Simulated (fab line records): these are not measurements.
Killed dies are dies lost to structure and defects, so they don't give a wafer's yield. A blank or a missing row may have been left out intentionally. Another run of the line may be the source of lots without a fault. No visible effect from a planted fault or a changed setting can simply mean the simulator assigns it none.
Chamber matching / flow n5 finfet / N5_BEOL_M5_ETCH_62 on rie diel-06 has 4 sister chambers
The step etches SOC in N2/H2, target depth 75 nm, overetch 15 nm, time 112.5 s. 18 wafers are shown with their chamber, then 9 later ones without.

WAFERS, EACH WITH ITS CHAMBER
wafer=L075.1; chamber=2; showerhead plenum p Torr (Torr)=2.64; oes product au (a.u.)=0.58; rf vpp V (V)=527
wafer=L075.2; chamber=1; showerhead plenum p Torr (Torr)=2.35; oes product au (a.u.)=0.63; rf vpp V (V)=518
wafer=L075.3; chamber=3; showerhead plenum p Torr (Torr)=2.41; oes product au (a.u.)=0.55; rf vpp V (V)=520
wafer=L075.4; chamber=3; showerhead plenum p Torr (Torr)=2.41; oes product au (a.u.)=0.55; rf vpp V (V)=520
wafer=L075.5; chamber=2; showerhead plenum p Torr (Torr)=2.64; oes product au (a.u.)=0.58; rf vpp V (V)=526
wafer=L075.6; chamber=1; showerhead plenum p Torr (Torr)=2.35; oes product au (a.u.)=0.63; rf vpp V (V)=519
wafer=L078.1; chamber=2; showerhead plenum p Torr (Torr)=2.63; oes product au (a.u.)=0.58; rf vpp V (V)=526
wafer=L078.3; chamber=3; showerhead plenum p Torr (Torr)=2.41; oes product au (a.u.)=0.56; rf vpp V (V)=519
wafer=L078.5; chamber=1; showerhead plenum p Torr (Torr)=2.35; oes product au (a.u.)=0.62; rf vpp V (V)=519
wafer=L079.2; chamber=2; showerhead plenum p Torr (Torr)=2.63; oes product au (a.u.)=0.58; rf vpp V (V)=527
wafer=L079.5; chamber=0; showerhead plenum p Torr (Torr)=2.50; oes product au (a.u.)=0.77; rf vpp V (V)=523
wafer=L079.6; chamber=1; showerhead plenum p Torr (Torr)=2.35; oes product au (a.u.)=0.62; rf vpp V (V)=519
wafer=L080.1; chamber=1; showerhead plenum p Torr (Torr)=2.35; oes product au (a.u.)=0.61; rf vpp V (V)=518
wafer=L080.2; chamber=0; showerhead plenum p Torr (Torr)=2.49; oes product au (a.u.)=0.76; rf vpp V (V)=523
wafer=L080.4; chamber=3; showerhead plenum p Torr (Torr)=2.41; oes product au (a.u.)=0.55; rf vpp V (V)=519
wafer=L087.2; chamber=1; showerhead plenum p Torr (Torr)=2.34; oes product au (a.u.)=0.60; rf vpp V (V)=519
wafer=L087.4; chamber=1; showerhead plenum p Torr (Torr)=2.34; oes product au (a.u.)=0.60; rf vpp V (V)=517
wafer=L087.6; chamber=0; showerhead plenum p Torr (Torr)=2.49; oes product au (a.u.)=0.73; rf vpp V (V)=523

SIGNATURES, as means of the wafers listed above
reading=showerhead plenum p Torr; chamber 0=2.4933; chamber 1=2.3471; chamber 2=2.6350; chamber 3=2.4100; scatter within a chamber=0.0047
reading=oes product au; chamber 0=0.7533; chamber 1=0.6157; chamber 2=0.5800; chamber 3=0.5525; scatter within a chamber=0.0117
reading=rf vpp V; chamber 0=523.00; chamber 1=518.43; chamber 2=526.50; chamber 3=519.50; scatter within a chamber=0.639
Rule: for a wafer and a chamber, the distance is found by dividing, reading by reading, the gap between the wafer's reading and the chamber's mean by the reading's scatter, squaring, summing and taking the root. If the next closest chamber is less than 2 further off than the closest, the wafer can't be placed; otherwise it belongs to the closest. The scatter: take each reading less its chamber's mean, square it, sum over the shown wafers, divide by the number of wafers less the number of chambers, and take the root.

WAFERS WHOSE CHAMBER IS MISSING
wafer=L091.1; showerhead plenum p Torr (Torr)=2.34; oes product au (a.u.)=0.60; rf vpp V (V)=516
wafer=L091.3; showerhead plenum p Torr (Torr)=2.62; oes product au (a.u.)=0.57; rf vpp V (V)=526
wafer=L091.4; showerhead plenum p Torr (Torr)=2.73; oes product au (a.u.)=0.79; rf vpp V (V)=529
wafer=L094.2; showerhead plenum p Torr (Torr)=2.48; oes product au (a.u.)=0.70; rf vpp V (V)=523
wafer=L094.5; showerhead plenum p Torr (Torr)=2.72; oes product au (a.u.)=0.75; rf vpp V (V)=530
wafer=L094.6; showerhead plenum p Torr (Torr)=2.48; oes product au (a.u.)=0.70; rf vpp V (V)=520
wafer=L096.1; showerhead plenum p Torr (Torr)=2.34; oes product au (a.u.)=0.60; rf vpp V (V)=519
wafer=L096.2; showerhead plenum p Torr (Torr)=2.62; oes product au (a.u.)=0.55; rf vpp V (V)=524
wafer=L096.6; showerhead plenum p Torr (Torr)=2.48; oes product au (a.u.)=0.70; rf vpp V (V)=524

CHAMBER TAKEN BY EACH
wafer=L091.1; from the rows above=1; in truth=1
wafer=L091.3; from the rows above=2; in truth=2
wafer=L091.4; from the rows above=2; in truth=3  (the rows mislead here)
wafer=L094.2; from the rows above=0; in truth=0
wafer=L094.5; from the rows above=2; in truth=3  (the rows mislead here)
wafer=L094.6; from the rows above=0; in truth=0
wafer=L096.1; from the rows above=1; in truth=1
wafer=L096.2; from the rows above=2; in truth=2
wafer=L096.6; from the rows above=0; in truth=0
Correctly placed: 7 of 9. Not placeable from these rows: 0. Number placed wrongly: 2.
